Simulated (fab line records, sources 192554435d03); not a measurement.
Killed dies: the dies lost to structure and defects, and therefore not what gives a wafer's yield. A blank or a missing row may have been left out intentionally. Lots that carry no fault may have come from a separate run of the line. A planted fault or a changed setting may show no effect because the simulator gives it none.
Chamber matching	flow n5Finfet	4 sister chambers for N5_BEOL_M4_STRIP_19 on rieDiel-01
The step strips in O2. 36 wafers are shown with their chamber, then 12 later ones without.

EACH WAFER AND ITS CHAMBER
wafer	chamber	drypumpMotorCurrentA (A)	showerheadPlenumPTorr (Torr)	throttleValvePct (%)
L076.1	1	5.9	2.23	16.65
L076.2	0	6.2	2.09	16.69
L076.3	2	6.2	2.12	16.48
L076.4	1	5.9	2.22	16.67
L076.5	0	6.2	2.09	16.68
L076.6	2	6.2	2.13	16.49
L075.3	2	6.2	2.13	16.48
L075.4	1	5.9	2.22	16.67
L075.6	2	6.2	2.12	16.49
L077.1	2	6.2	2.12	16.48
L077.3	1	6.0	2.22	16.68
L077.5	0	6.2	2.09	16.69
L078.2	0	6.2	2.08	16.69
L078.4	1	5.9	2.22	16.68
L078.5	2	6.2	2.12	16.50
L079.3	0	6.2	2.08	16.68
L079.4	1	5.9	2.22	16.70
L079.6	3	5.1	2.23	16.37
L081.2	3	5.2	2.23	16.37
L081.4	2	6.2	2.12	16.51
L081.5	3	5.1	2.23	16.38
L087.1	3	5.1	2.22	16.41
L087.2	2	6.2	2.12	16.53
L087.3	0	6.2	2.08	16.72
L087.4	1	5.9	2.22	16.70
L087.5	0	6.2	2.08	16.73
L087.6	1	5.9	2.22	16.70
L089.2	3	5.1	2.22	16.39
L089.4	1	6.0	2.22	16.74
L089.6	1	5.9	2.22	16.71
L090.1	2	6.2	2.11	16.56
L090.5	2	6.2	2.11	16.54
L090.6	1	5.9	2.22	16.72
L093.1	1	5.9	2.21	16.74
L093.2	3	5.1	2.22	16.43
L093.3	0	6.2	2.07	16.75

SIGNATURES (means of the wafers above)
reading	chamber 0	chamber 1	chamber 2	chamber 3	scatter within a chamber
drypumpMotorCurrentA	6.200	5.917	6.200	5.117	0.028
showerheadPlenumPTorr	2.0825	2.2200	2.1200	2.2250	0.00586
throttleValvePct	16.7037	16.6967	16.5060	16.3917	0.0271
Rule: for each reading, subtract the chamber's mean from the wafer's reading, divide by that reading's scatter and square the result; add these up over the readings and take the root, which gives the wafer's distance from the chamber. If the next closest chamber is less than 2 further off than the closest, the wafer can't be placed; otherwise it belongs to the closest. The scatter: take each reading less its chamber's mean, square it, sum over the shown wafers, divide by the number of wafers less the number of chambers, and take the root.

WAFERS WITH NO CHAMBER GIVEN
wafer	drypumpMotorCurrentA (A)	showerheadPlenumPTorr (Torr)	throttleValvePct (%)
L093.4	6.2	2.11	16.55
L093.5	6.2	2.11	16.56
L093.6	5.9	2.21	16.74
L095.1	6.2	2.07	16.75
L095.5	5.9	2.21	16.75
L095.6	6.2	2.11	16.57
L097.1	6.2	2.07	16.78
L097.4	6.2	2.11	16.57
L097.5	6.2	2.07	16.77
L096.1	6.2	2.11	16.58
L096.2	5.9	2.21	16.77
L096.3	6.2	2.07	16.77

EACH ONE'S CHAMBER
wafer	from the rows above	in truth
L093.4	2	2
L093.5	2	2
L093.6	1	1
L095.1	0	0
L095.5	1	1
L095.6	2	2
L097.1	0	0
L097.4	2	2
L097.5	0	0
L096.1	2	2
L096.2	1	1
L096.3	0	0
Placed correctly: 12 of 12. Number that these rows cannot place: 0. Wrongly placed: 0.
